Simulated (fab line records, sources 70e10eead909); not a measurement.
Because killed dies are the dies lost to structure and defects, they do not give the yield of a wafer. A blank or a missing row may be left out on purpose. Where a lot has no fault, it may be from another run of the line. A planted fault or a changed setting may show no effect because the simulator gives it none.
Matching of chambers :: flow nand_harc :: NHARC_A_CONTACT_ETCH_92 on rie_diel-03: 4 sister chambers
The step etches the open film in CH3F/O2, target depth 40 nm, time 85.7 s. 19 wafers are shown with their chamber, then 9 later ones without.

WAFERS WITH THEIR CHAMBER
wafer: L235.3
chamber: 2
showerhead_plenum_p_Torr (Torr): 2.48
drypump_motor_current_A (A): 6.0
run_length_s (s): 106.7

wafer: L235.4
chamber: 1
showerhead_plenum_p_Torr (Torr): 2.49
drypump_motor_current_A (A): 5.8
run_length_s (s): 107.6

wafer: L235.6
chamber: 1
showerhead_plenum_p_Torr (Torr): 2.49
drypump_motor_current_A (A): 5.8
run_length_s (s): 107.2

wafer: L237.2
chamber: 0
showerhead_plenum_p_Torr (Torr): 2.28
drypump_motor_current_A (A): 6.0
run_length_s (s): 106.9

wafer: L237.3
chamber: 1
showerhead_plenum_p_Torr (Torr): 2.49
drypump_motor_current_A (A): 5.7
run_length_s (s): 107.2

wafer: L237.5
chamber: 3
showerhead_plenum_p_Torr (Torr): 2.28
drypump_motor_current_A (A): 5.7
run_length_s (s): 107.8

wafer: L236.3
chamber: 0
showerhead_plenum_p_Torr (Torr): 2.27
drypump_motor_current_A (A): 6.0
run_length_s (s): 106.8

wafer: L236.4
chamber: 1
showerhead_plenum_p_Torr (Torr): 2.49
drypump_motor_current_A (A): 5.8
run_length_s (s): 107.2

wafer: L236.6
chamber: 3
showerhead_plenum_p_Torr (Torr): 2.28
drypump_motor_current_A (A): 5.7
run_length_s (s): 107.4

wafer: L240.3
chamber: 1
showerhead_plenum_p_Torr (Torr): 2.49
drypump_motor_current_A (A): 5.8
run_length_s (s): 107.3

wafer: L240.5
chamber: 0
showerhead_plenum_p_Torr (Torr): 2.27
drypump_motor_current_A (A): 5.9
run_length_s (s): 106.8

wafer: L240.6
chamber: 3
showerhead_plenum_p_Torr (Torr): 2.28
drypump_motor_current_A (A): 5.8
run_length_s (s): 107.2

wafer: L239.2
chamber: 2
showerhead_plenum_p_Torr (Torr): 2.48
drypump_motor_current_A (A): 6.0
run_length_s (s): 107.1

wafer: L239.5
chamber: 2
showerhead_plenum_p_Torr (Torr): 2.48
drypump_motor_current_A (A): 6.0
run_length_s (s): 106.9

wafer: L239.6
chamber: 3
showerhead_plenum_p_Torr (Torr): 2.28
drypump_motor_current_A (A): 5.7
run_length_s (s): 107.8

wafer: L241.2
chamber: 2
showerhead_plenum_p_Torr (Torr): 2.48
drypump_motor_current_A (A): 6.0
run_length_s (s): 106.8

wafer: L241.3
chamber: 1
showerhead_plenum_p_Torr (Torr): 2.49
drypump_motor_current_A (A): 5.7
run_length_s (s): 107.5

wafer: L241.5
chamber: 2
showerhead_plenum_p_Torr (Torr): 2.48
drypump_motor_current_A (A): 6.0
run_length_s (s): 107.0

wafer: L244.1
chamber: 3
showerhead_plenum_p_Torr (Torr): 2.28
drypump_motor_current_A (A): 5.8
run_length_s (s): 107.3

SIGNATURES (averages over the wafers above)
reading: showerhead_plenum_p_Torr
chamber 0: 2.2733
chamber 1: 2.4900
chamber 2: 2.4800
chamber 3: 2.2800
scatter within a chamber: 0.00211

reading: drypump_motor_current_A
chamber 0: 5.967
chamber 1: 5.767
chamber 2: 6.000
chamber 3: 5.740
scatter within a chamber: 0.0462

reading: run_length_s
chamber 0: 106.833
chamber 1: 107.333
chamber 2: 106.900
chamber 3: 107.500
scatter within a chamber: 0.197
Rule: distance of a wafer from a chamber = root of the sum over the readings of ((wafer's reading minus chamber's mean) / reading's scatter) squared. If the next closest chamber is less than 2 further off than the closest, the wafer can't be placed; otherwise it belongs to the closest. The scatter: take each reading less its chamber's mean, square it, sum over the shown wafers, divide by the number of wafers less the number of chambers, and take the root.

WAFERS WHOSE CHAMBER IS MISSING
wafer: L244.3
showerhead_plenum_p_Torr (Torr): 2.27
drypump_motor_current_A (A): 5.9
run_length_s (s): 106.4

wafer: L244.5
showerhead_plenum_p_Torr (Torr): 2.48
drypump_motor_current_A (A): 6.0
run_length_s (s): 107.0

wafer: L243.1
showerhead_plenum_p_Torr (Torr): 2.49
drypump_motor_current_A (A): 5.8
run_length_s (s): 107.1

wafer: L243.5
showerhead_plenum_p_Torr (Torr): 2.49
drypump_motor_current_A (A): 5.7
run_length_s (s): 107.8

wafer: L243.6
showerhead_plenum_p_Torr (Torr): 2.27
drypump_motor_current_A (A): 6.0
run_length_s (s): 106.8

wafer: L254.4
showerhead_plenum_p_Torr (Torr): 2.47
drypump_motor_current_A (A): 6.0
run_length_s (s): 106.9

wafer: L254.5
showerhead_plenum_p_Torr (Torr): 2.48
drypump_motor_current_A (A): 5.8
run_length_s (s): 107.2

wafer: L254.6
showerhead_plenum_p_Torr (Torr): 2.65
drypump_motor_current_A (A): 6.0
run_length_s (s): 106.6

wafer: L256.4
showerhead_plenum_p_Torr (Torr): 2.65
drypump_motor_current_A (A): 6.0
run_length_s (s): 106.6

CHAMBER TAKEN BY EACH
wafer: L244.3
from the rows above: 0
in truth: 0

wafer: L244.5
from the rows above: 2
in truth: 2

wafer: L243.1
from the rows above: 1
in truth: 1

wafer: L243.5
from the rows above: 1
in truth: 1

wafer: L243.6
from the rows above: 0
in truth: 0

wafer: L254.4
from the rows above: 2
in truth: 2

wafer: L254.5
from the rows above: can't be placed: 2 or 1
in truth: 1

wafer: L254.6
from the rows above: 1
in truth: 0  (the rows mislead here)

wafer: L256.4
from the rows above: 1
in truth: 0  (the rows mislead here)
6 of 9 placed correctly. Unplaceable from these rows: 1, with the true chamber sitting among the candidates in 1. Placed wrongly: 2.
